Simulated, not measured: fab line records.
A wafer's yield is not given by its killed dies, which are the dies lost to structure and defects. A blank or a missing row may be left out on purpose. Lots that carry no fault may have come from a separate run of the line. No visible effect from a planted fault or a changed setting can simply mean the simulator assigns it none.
A struck lot beside a sound one / flow n5 finfet / 24 out of 1938 route steps
Sound: the wafers L820.2, L820.3, L820.4. Wafers struck: L834.1, L834.2, L834.4. Last of all comes the cause.
At each step with rows: each side's tool, then ch and its chambers, then its first start. Under that, the readings that differ: sound wafers / struck wafers / difference of the means / sigmas: that difference in standard deviations of wafers without a fault.
alike: words and numbers the same on both sides, and readings whose means are apart by under 2 such deviations; not compared: readings that were withheld, readings missing a value for some wafer, numbers with overlapping values and no deviation given by the record, and bounds like >300 which may hide the same value.
The two part at a step that has a row with sigmas, a row that says differs or no value, or rows on one side only. Non-overlapping numbers with no deviation appear without sigmas and do not part them. A reading missing from all wafers of one side parts the sides only when that side holds two or more wafers.

first, 11 steps without rows for these wafers: N5_BEOL_M7_ETCH_62 (etches SOC in N2/H2, target depth 110 nm, overetch 22 nm, time 165 s); N5_BEOL_M7_STRIP_68 (strips in N2/H2); N5_BEOL_M7_STRIP_67 (strips in CF4); N5_BEOL_M7_HM_OPEN_17 (chemistry Cl2/BCl3, target TiN, target depth 20 nm, overetch 6 nm); N5_BEOL_M7_STRIP_19 (strips in O2); N5_BEOL_M7_COAT_63 (time 60 s, resist thk 60 nm); N5_BEOL_M7_COAT_64 (time 60 s, resist thk 12 nm); N5_BEOL_M7_COAT_71 (time 60 s, resist thk 5 nm); N5_BEOL_M7_COAT_22 (resist thk 30 nm); N5_BEOL_M7_EBR_24; N5_BEOL_M7_SOFTBAKE_23 (time 60 s).
N5_BEOL_M7_EXPOSE_25: exposes mask V6, target cd 40 nm.
  sound on euv scanner-01 ch 0, day 11 03:26; struck on euv scanner-01 ch 0, day 13 21:02
reading=exposure dose mJ cm2; sound=42.33 42.38 42.37; struck=39.52 39.56 39.56; difference=-2.81; sigmas=-19
  alike: mask
then, 2 steps without rows for these wafers: N5_BEOL_M7_PEB_26 (peb time 60 s); N5_BEOL_M7_DEVELOP_27 (develop time 30 s).
N5_BEOL_M7_CD_MEAS_28 targets a cd of 40 nm.
  sound on cd sem-03 ch 0, day 11 03:34; struck on cd sem-01 ch 0, day 13 21:10
reading=cd nm (nm); sound=39.76 40.17 40.03; struck=38.24 38.13 38.09; difference=-1.83; sigmas=-7
N5_BEOL_M7_DESCUM_33: chemistry O2, time 7 s.
  sound on rie diel-03 ch 0,2,3, day 11 03:41; struck on rie diel-03 ch 0,2,3, day 13 21:18
reading=model.BEOL_M7.cd nm (nm); sound=39.8 40.2 40; struck=38.2 38.4 38.4; difference=-1.7; sigmas=
  alike: drypump motor current A, oes product au, rf vpp V, showerhead plenum p Torr, throttle valve pct
  not compared: rf hours counter h
then, 5 steps without rows for these wafers: N5_BEOL_M7_ETCH_72 (etches underlayer in N2/H2, target depth 6.5 nm, time 5.2 s); N5_BEOL_M7_ETCH_65 (etches SiARC in CF4, target depth 15.6 nm, time 26 s); N5_BEOL_M7_ETCH_66 (etches SOC in N2/H2, target depth 80 nm, overetch 16 nm, time 120 s); N5_BEOL_M7_STRIP_69 (strips in N2/H2); N5_BEOL_M7_STRIP_73 (strips in N2/H2).
N5_BEOL_M7_VIA_ETCH_34: etches SiCOH lowk in C4F6/O2, target depth 125.5 nm, time 50.5 s.
  sound on rie diel-03 ch 0,2,3, day 11 03:52; struck on rie diel-03 ch 0,2,3, day 13 21:29
reading=model.BEOL_M7.cd nm (nm); sound=39.4 40.6 39.4; struck=37.6 38 39.2; difference=-1.5; sigmas=
  alike: drypump motor current A, oes product au, rf vpp V, showerhead plenum p Torr, throttle valve pct
  not compared: rf hours counter h
then, 1 step without rows for these wafers: N5_BEOL_M7_STRIP_76 (strips in C4F6/O2).
-- record jumps: 4 days separate the struck wafers' starts on either side; left off in module BEOL_M7, taken up again in module PASSIVATION, whose first shown step is the route's number 1936 --
N5_PASSIVATION_PROBE_49:
  sound: prober-02 at day 14 12:52; struck: prober-02 at day 17 10:02
reading=killed_at_M4_up; sound=6 7 12; struck=20 20 17; difference=+11; sigmas=+2
  alike: defect limited yield, killed_at_M0_to_M3, killed at contacts, killed at front end, killed at other, killed dies, killed open, killed short, sort_bin_4_leakage, sort_bin_5_function, sort_bin_6_memory, sort_bin_8_speed, sort n pass, sort yield pct

## WHERE THEY PART
Earliest at N5_BEOL_M7_EXPOSE_25; latest, in this record, at N5_PASSIVATION_PROBE_49.

WHY: what the simulator had put in
Process parameters drifting: euv scanner-01 at N5_BEOL_M7_EXPOSE_25, beginning at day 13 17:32. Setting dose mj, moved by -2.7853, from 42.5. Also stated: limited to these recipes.
